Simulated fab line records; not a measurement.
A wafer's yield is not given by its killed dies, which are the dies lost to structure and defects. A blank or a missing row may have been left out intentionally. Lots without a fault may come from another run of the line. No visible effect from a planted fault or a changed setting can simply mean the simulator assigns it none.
Chamber matching || flow nandHarc || NHARC_A_CONTACT_ETCH_106 on rieDiel-11 has 4 sister chambers
The step etches the open film in CF4/O2, target depth 90 nm, overetch 9 nm, time 49.5 s. 8 wafers are shown with their chamber, then 7 later ones without.

WAFERS, EACH WITH ITS CHAMBER
{"wafer": "L081.1", "chamber": 3, "drypumpMotorCurrentA (A)": 6.0, "oesProductAu (a.u.)": 1.034}
{"wafer": "L085.4", "chamber": 3, "drypumpMotorCurrentA (A)": 6.0, "oesProductAu (a.u.)": 1.013}
{"wafer": "L086.5", "chamber": 2, "drypumpMotorCurrentA (A)": 6.1, "oesProductAu (a.u.)": 0.996}
{"wafer": "L090.3", "chamber": 0, "drypumpMotorCurrentA (A)": 5.6, "oesProductAu (a.u.)": 0.987}
{"wafer": "L090.5", "chamber": 0, "drypumpMotorCurrentA (A)": 5.6, "oesProductAu (a.u.)": 0.994}
{"wafer": "L090.6", "chamber": 1, "drypumpMotorCurrentA (A)": 5.5, "oesProductAu (a.u.)": 0.998}
{"wafer": "L089.2", "chamber": 1, "drypumpMotorCurrentA (A)": 5.4, "oesProductAu (a.u.)": 0.989}
{"wafer": "L089.4", "chamber": 2, "drypumpMotorCurrentA (A)": 6.2, "oesProductAu (a.u.)": 1.001}

WAFERS MISSING THEIR CHAMBER
{"wafer": "L089.5", "drypumpMotorCurrentA (A)": 5.4, "oesProductAu (a.u.)": 0.985}
{"wafer": "L095.1", "drypumpMotorCurrentA (A)": 5.6, "oesProductAu (a.u.)": 0.979}
{"wafer": "L095.2", "drypumpMotorCurrentA (A)": 6.2, "oesProductAu (a.u.)": 0.991}
{"wafer": "L095.5", "drypumpMotorCurrentA (A)": 5.6, "oesProductAu (a.u.)": 0.979}
{"wafer": "L097.1", "drypumpMotorCurrentA (A)": 5.4, "oesProductAu (a.u.)": 0.981}
{"wafer": "L097.3", "drypumpMotorCurrentA (A)": 5.6, "oesProductAu (a.u.)": 0.989}
{"wafer": "L097.5", "drypumpMotorCurrentA (A)": 5.4, "oesProductAu (a.u.)": 0.979}

WHICH CHAMBER EACH WENT THROUGH
{"wafer": "L089.5", "from the rows above": 1, "in truth": 1}
{"wafer": "L095.1", "from the rows above": 0, "in truth": 0}
{"wafer": "L095.2", "from the rows above": 2, "in truth": 2}
{"wafer": "L095.5", "from the rows above": 0, "in truth": 0}
{"wafer": "L097.1", "from the rows above": 1, "in truth": 1}
{"wafer": "L097.3", "from the rows above": 0, "in truth": 0}
{"wafer": "L097.5", "from the rows above": 1, "in truth": 1}
Correctly placed: 7 of 7. Can't be placed from these rows: 0. Wrongly placed: 0.
How it was worked out, from the rows above alone: a wafer's distance from a chamber is the root of the sum, over the readings, of the square of ((its reading less the chamber's mean) divided by the reading's scatter). If the next closest chamber is less than 2 further off than the closest, the wafer can't be placed; otherwise it belongs to the closest. Each chamber's mean is taken over the wafers shown for it. The scatter: take each reading less its chamber's mean, square it, sum over the shown wafers, divide by the number of wafers less the number of chambers, and take the root.
